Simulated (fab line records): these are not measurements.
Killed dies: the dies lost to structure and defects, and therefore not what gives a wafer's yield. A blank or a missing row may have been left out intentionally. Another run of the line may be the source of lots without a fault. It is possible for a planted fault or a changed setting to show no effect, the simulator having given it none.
The tool behind it: which one? | flow nand_harc | Sampling: 15 lots, 45 wafers, 5 of 1302 route steps

== WHAT THE GAUGES SHOWED, per wafer ==
NHARC_P_CONTACT_CD_MEAS_12: the cd target is 90 nm. Usual: cd_nm at 90.1 nm, with a standard deviation of 0.94.
lot  | measured     | on        | cd_nm (nm)        | flag
L771 | day 6 00:07  | cd_sem-01 | 89.3 90.9 90.0    |
L773 | day 6 18:44  | cd_sem-01 | 91.2 91.4 89.9    |
L774 | day 7 09:01  | cd_sem-01 | 90.4 89.4 90.2    |
L775 | day 7 15:20  | cd_sem-03 | 89.0 89.6 90.7    |
L777 | day 8 07:42  | cd_sem-03 | 89.6 89.9 89.7    |
L778 | day 8 22:50  | cd_sem-03 | 91.2 90.3 89.5    |
L779 | day 9 14:47  | cd_sem-03 | 127.3 126.6 128.2 | OFF
L780 | day 9 20:00  | cd_sem-01 | 127.2 127.8 127.2 | OFF
L781 | day 10 10:53 | cd_sem-03 | 120.3 120.0 120.9 | OFF
L788 | day 12 23:02 | cd_sem-02 | 90.4 90.3 90.2    |
L789 | day 13 12:42 | cd_sem-02 | 90.3 89.7 89.2    |
L790 | day 13 21:22 | cd_sem-03 | 89.6 90.2 89.8    |
L791 | day 14 08:33 | cd_sem-02 | 89.6 91.3 91.0    |
L792 | day 14 14:47 | cd_sem-01 | 89.0 89.5 88.8    |
L793 | day 15 06:27 | cd_sem-01 | 88.9 88.9 88.9    |

NHARC_P_CONTACT_OVL_MEAS_13. Usual: overlay_x_nm -0.1 nm, standard deviation 0.84; overlay_y_nm -0.2 nm, standard deviation 0.94.
lot  | measured     | on         | overlay_x_nm (nm) | overlay_y_nm (nm) | flag
L771 | day 6 00:13  | overlay-01 | -0.1 -0.1 -0.1    | -0.4 0.4 -0.1     |
L773 | day 6 18:49  | overlay-01 | -0.1 0.5 0.4      | 0.9 0.7 0.6       |
L774 | day 7 09:06  | overlay-02 | 0.8 0.7 1.0       | -1.0 -1.0 -1.2    |
L775 | day 7 15:26  | overlay-02 | 0.2 1.3 0.7       | -1.3 -1.1 -1.2    |
L777 | day 8 07:47  | overlay-02 | -1.8 -1.0 -1.3    | -0.7 -1.0 -0.6    |
L778 | day 8 22:56  | overlay-01 | -0.7 -0.3 -0.8    | 1.1 0.3 0.3       |
L779 | day 9 14:52  | overlay-02 | 0.2 -0.1 -0.6     | -0.8 -1.0 -0.7    |
L780 | day 9 20:05  | overlay-01 | -0.1 -0.3 0.0     | 0.0 -0.1 -0.2     |
L781 | day 10 10:58 | overlay-01 | 0.6 0.2 0.0       | -0.3 -0.5 0.1     |
L788 | day 12 23:07 | overlay-01 | 0.2 0.4 0.2       | -1.0 -0.2 -0.8    |
L789 | day 13 12:47 | overlay-02 | 2.3 1.8 1.9       | -0.1 0.2 -0.9     |
L790 | day 13 21:28 | overlay-01 | -0.9 -0.9 -0.9    | -0.7 -0.5 -0.7    |
L791 | day 14 08:38 | overlay-01 | -1.1 -1.1 -1.2    | -0.8 -0.1 -0.5    |
L792 | day 14 14:52 | overlay-01 | 0.4 0.7 0.5       | -1.4 -0.9 -0.4    |
L793 | day 15 06:32 | overlay-01 | 0.4 0.5 0.2       | -1.5 -1.4 -1.1    |

NHARC_P_CONTACT_CD_MEAS_19. Usual: cd_nm at 89.3 nm, with a standard deviation of 2.1.
lot  | measured     | on        | cd_nm (nm)        | flag
L771 | day 6 01:11  | cd_sem-03 | 93.9 90.4 88.1    |
L773 | day 6 19:47  | cd_sem-01 | 93.0 89.5 87.9    |
L774 | day 7 10:04  | cd_sem-03 | 88.0 87.9 86.5    |
L775 | day 7 16:24  | cd_sem-02 | 90.8 90.8 87.8    |
L777 | day 8 08:45  | cd_sem-03 | 89.4 89.9 92.0    |
L778 | day 8 23:54  | cd_sem-01 | 89.7 89.8 89.9    |
L779 | day 9 15:50  | cd_sem-03 | 124.8 128.2 127.6 | OFF
L780 | day 9 21:04  | cd_sem-03 | 126.9 125.9 126.4 | OFF
L781 | day 10 11:56 | cd_sem-02 | 119.2 120.6 120.5 | OFF
L788 | day 13 00:05 | cd_sem-03 | 91.6 87.5 86.0    |
L789 | day 13 13:45 | cd_sem-01 | 89.4 95.0 88.3    |
L790 | day 13 22:26 | cd_sem-02 | 92.7 92.1 90.2    |
L791 | day 14 09:37 | cd_sem-03 | 89.8 89.8 89.6    |
L792 | day 14 15:50 | cd_sem-01 | 88.0 91.2 91.9    |
L793 | day 15 07:31 | cd_sem-01 | 87.3 89.7 93.8    |

== TOOL THAT RAN EACH LOT (tool first, then ch and the chambers of the sampled wafers, then the start) ==
lot  | NHARC_P_CONTACT_PEB_10            | NHARC_P_CONTACT_ETCH_36
L771 | litho_track-04 ch 0, day 6 00:02  | rie_diel-11 ch 0,1,2, day 6 01:11 or earlier
L773 | litho_track-01 ch 0, day 6 18:39  | rie_diel-08 ch 1,2, day 6 19:47 or earlier
L774 | litho_track-06 ch 0, day 7 08:56  | rie_diel-06 ch 1,3, day 7 10:04 or earlier
L775 | litho_track-06 ch 0, day 7 15:16  | rie_diel-06 ch 0,2,3, day 7 16:24 or earlier
L777 | litho_track-06 ch 0, day 8 07:37  | rie_diel-08 ch 1,2, day 8 08:45 or earlier
L778 | litho_track-06 ch 0, day 8 22:46  | rie_diel-06 ch 2,3, day 8 23:54 or earlier
L779 | litho_track-06 ch 0, day 9 14:42  | rie_diel-08 ch 0,2,3, day 9 15:50 or earlier
L780 | litho_track-06 ch 0, day 9 19:55  | rie_diel-08 ch 0,2,3, day 9 21:04 or earlier
L781 | litho_track-06 ch 0, day 10 10:48 | rie_diel-08 ch 1,2, day 10 11:56 or earlier
L788 | litho_track-04 ch 0, day 12 22:57 | rie_diel-06 ch 0,1,3, day 13 00:05 or earlier
L789 | litho_track-04 ch 0, day 13 12:37 | rie_diel-06 ch 0,2,3, day 13 13:45 or earlier
L790 | litho_track-06 ch 0, day 13 21:17 | rie_diel-11 ch 2,3, day 13 22:26 or earlier
L791 | litho_track-04 ch 0, day 14 08:28 | rie_diel-08 ch 2,3, day 14 09:37 or earlier
L792 | litho_track-06 ch 0, day 14 14:42 | rie_diel-06 ch 0,2,3, day 14 15:50 or earlier
L793 | litho_track-06 ch 0, day 15 06:22 | rie_diel-11 ch 0,2,3, day 15 07:31 or earlier
- NHARC_P_CONTACT_PEB_10: peb time 65 s.
- NHARC_P_CONTACT_ETCH_36: etches the open film in N2/H2, target depth 260 nm, time 406.25 s.

== AS READ BY THE TOOLS THEMSELVES (means over the sampled wafers that have a number; for cases with no such wafer, the mark the record gives instead) ==
NHARC_P_CONTACT_PEB_10. Usual: chill_plate_temp_C 22.99 C, standard deviation 0.097; heater_power_total_W 156.6 W, standard deviation 0.41; plate_temp_C 99.98 C, standard deviation 0.11; resist_line_temp_C 23.01 C, standard deviation 0.11.
lot  | tool           | chill_plate_temp_C (C) | heater_power_total_W (W) | plate_temp_C (C) | resist_line_temp_C (C) | flag
L771 | litho_track-04 | 22.87                  | 157.1                    | 100.10           | 23.00                  |
L773 | litho_track-01 | 22.88                  | 156.9                    | 99.81            | 22.94                  |
L774 | litho_track-06 | 22.90                  | 156.2                    | 100.00           | 23.01                  |
L775 | litho_track-06 | 23.10                  | 156.4                    | 99.83            | 23.06                  |
L777 | litho_track-06 | 23.01                  | 156.9                    | 100.11           | 23.08                  |
L778 | litho_track-06 | 23.08                  | 156.7                    | 99.98            | 23.01                  |
L779 | litho_track-06 | 23.04                  | 188.3                    | 114.41           | 23.07                  | OFF
L780 | litho_track-06 | 22.91                  | 188.0                    | 114.42           | 23.06                  | OFF
L781 | litho_track-06 | 23.04                  | 188.3                    | 114.45           | 22.95                  | OFF
L788 | litho_track-04 | 23.03                  | 156.8                    | 100.06           | 22.88                  |
L789 | litho_track-04 | 22.91                  | 156.4                    | 100.02           | 23.17                  |
L790 | litho_track-06 | 22.95                  | 156.5                    | 100.08           | 22.95                  |
L791 | litho_track-04 | 23.01                  | 156.9                    | 99.97            | 23.02                  |
L792 | litho_track-06 | 22.94                  | 156.7                    | 99.93            | 23.21                  |
L793 | litho_track-06 | 23.04                  | 157.0                    | 99.88            | 23.03                  |

NHARC_P_CONTACT_ETCH_36. Usual: drypump_motor_current_A 5.6 A, standard deviation 0.39; oes_product_au 1.006 a.u., standard deviation 0.014; rf_vpp_V 429.6 V, standard deviation 2.8; showerhead_plenum_p_Torr 2.01 Torr, standard deviation 0.097; throttle_valve_pct 14.172 %, standard deviation 0.0096.
lot  | tool        | drypump_motor_current_A (A) | oes_product_au (a.u.) | rf_vpp_V (V) | showerhead_plenum_p_Torr (Torr) | throttle_valve_pct (%) | flag
L771 | rie_diel-11 | 5.8                         | 0.999                 | 430.0        | 2.03                            | 14.167                 |
L773 | rie_diel-08 | 5.2                         | 1.014                 | 428.3        | 1.98                            | 14.174                 |
L774 | rie_diel-06 | 5.4                         | 1.013                 | 433.5        | 2.13                            | 14.173                 |
L775 | rie_diel-06 | 5.6                         | 1.010                 | 429.2        | 1.99                            | 14.177                 |
L777 | rie_diel-08 | 5.3                         | 1.014                 | 428.6        | 1.96                            | 14.176                 |
L778 | rie_diel-06 | 5.6                         | 1.005                 | 428.9        | 1.99                            | 14.168                 |
L779 | rie_diel-08 | 5.6                         | 1.016                 | 429.3        | 2.02                            | 14.165                 |
L780 | rie_diel-08 | 5.6                         | 1.018                 | 429.9        | 2.02                            | 14.170                 |
L781 | rie_diel-08 | 5.2                         | 1.007                 | 429.5        | 1.98                            | 14.166                 |
L788 | rie_diel-06 | 5.4                         | 1.009                 | 430.6        | 2.03                            | 14.174                 |
L789 | rie_diel-06 | 5.6                         | 1.016                 | 428.7        | 1.99                            | 14.168                 |
L790 | rie_diel-11 | 5.5                         | 0.997                 | 428.4        | 1.94                            | 14.169                 |
L791 | rie_diel-08 | 5.6                         | 1.017                 | 431.0        | 2.07                            | 14.167                 |
L792 | rie_diel-06 | 5.6                         | 1.003                 | 428.4        | 1.99                            | 14.171                 |
L793 | rie_diel-11 | 5.7                         | 1.008                 | 428.8        | 1.96                            | 14.166                 |

== THE ANSWER, worked out from the rows above alone ==
Rule: a lot is off if the mean of its wafers that have a number lies more than 3 standard deviations from the usual mean. A lot without any number at a reading at which 4 lots or more have one is off too. Where the step has rows for the other lots, those lots are counted as sound. Order of review: gauges by route order, followed by the tools' own readings, for which a lot's mean as printed above is used. The first step at which some lot is off is used, and at that step the reading that is off furthest; a lot without a number counts as furthest.
Off at NHARC_P_CONTACT_CD_MEAS_12 (cd_nm): L779, L780, L781.
A tool fits if, at a process step before that reading, it ran every lot that is off, and no sound lot after the first of them. The gauges at NHARC_P_CONTACT_CD_MEAS_12 aren't tried: what is off there is off at NHARC_P_CONTACT_PEB_10 too, on other tools, and a gauge's error can't cause that. No candidate that was tried fits.

== WHAT THE SIMULATOR PUT IN ==
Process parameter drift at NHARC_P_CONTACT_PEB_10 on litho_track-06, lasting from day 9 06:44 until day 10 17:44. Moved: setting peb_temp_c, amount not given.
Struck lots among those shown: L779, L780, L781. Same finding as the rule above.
